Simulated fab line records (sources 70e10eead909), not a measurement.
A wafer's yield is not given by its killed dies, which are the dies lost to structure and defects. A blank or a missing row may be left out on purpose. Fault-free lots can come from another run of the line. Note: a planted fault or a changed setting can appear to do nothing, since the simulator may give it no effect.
Chamber matching    flow nand-harc    4 sister chambers for NHARC_A_STAIRCASE_CMP_450 on cmp-01
The step polishes SiO2, target thk 200 nm. 8 wafers are shown with their chamber, then 10 later ones without.

EACH WAFER AND ITS CHAMBER
wafer   chamber  motor-current-A (A)  slurry-filter-dp-kPa (kPa)
L081.4  3        13.2                 13.37
L085.5  0        10.9                 13.42
L086.1  3        12.5                 13.36
L086.6  1        13.3                 13.38
L090.4  0        11.5                 13.53
L090.6  2        9.5                  13.44
L091.2  1        13.6                 13.49
L091.4  2        9.6                  13.58

WAFERS WITHOUT THEIR CHAMBER
wafer   motor-current-A (A)  slurry-filter-dp-kPa (kPa)
L091.6  13.0                 13.50
L093.1  11.2                 13.63
L093.2  13.4                 13.55
L093.6  10.8                 13.55
L096.2  13.1                 13.64
L096.5  14.0                 13.61
L096.6  9.5                  13.78
L095.2  10.0                 13.67
L095.3  13.1                 13.39
L095.6  12.8                 13.50

THE CHAMBER EACH PASSED THROUGH
wafer   from the rows above      in truth
L091.6  can't be placed: 1 or 3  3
L093.1  0                        0
L093.2  can't be placed: 1 or 3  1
L093.6  0                        0
L096.2  can't be placed: 1 or 3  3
L096.5  can't be placed: 1 or 3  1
L096.6  2                        2
L095.2  can't be placed: 2 or 0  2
L095.3  can't be placed: 3 or 1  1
L095.6  can't be placed: 3 or 1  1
3 of 10 placed correctly. Not placeable from these rows: 7 (in 7, the candidates include the true chamber). 0 placed wrongly.
How it was worked out, from the rows above alone: a wafer's distance from a chamber is the root of the sum, over the readings, of the square of ((its reading less the chamber's mean) divided by the reading's scatter). If the next closest chamber is less than 2 further off than the closest, the wafer can't be placed; otherwise it belongs to the closest. Each chamber's mean is taken over the wafers shown for it. How the scatter is found: for the shown wafers, subtract from each reading the mean of its chamber, square and add these, divide the total by (wafers less chambers), then take the root.
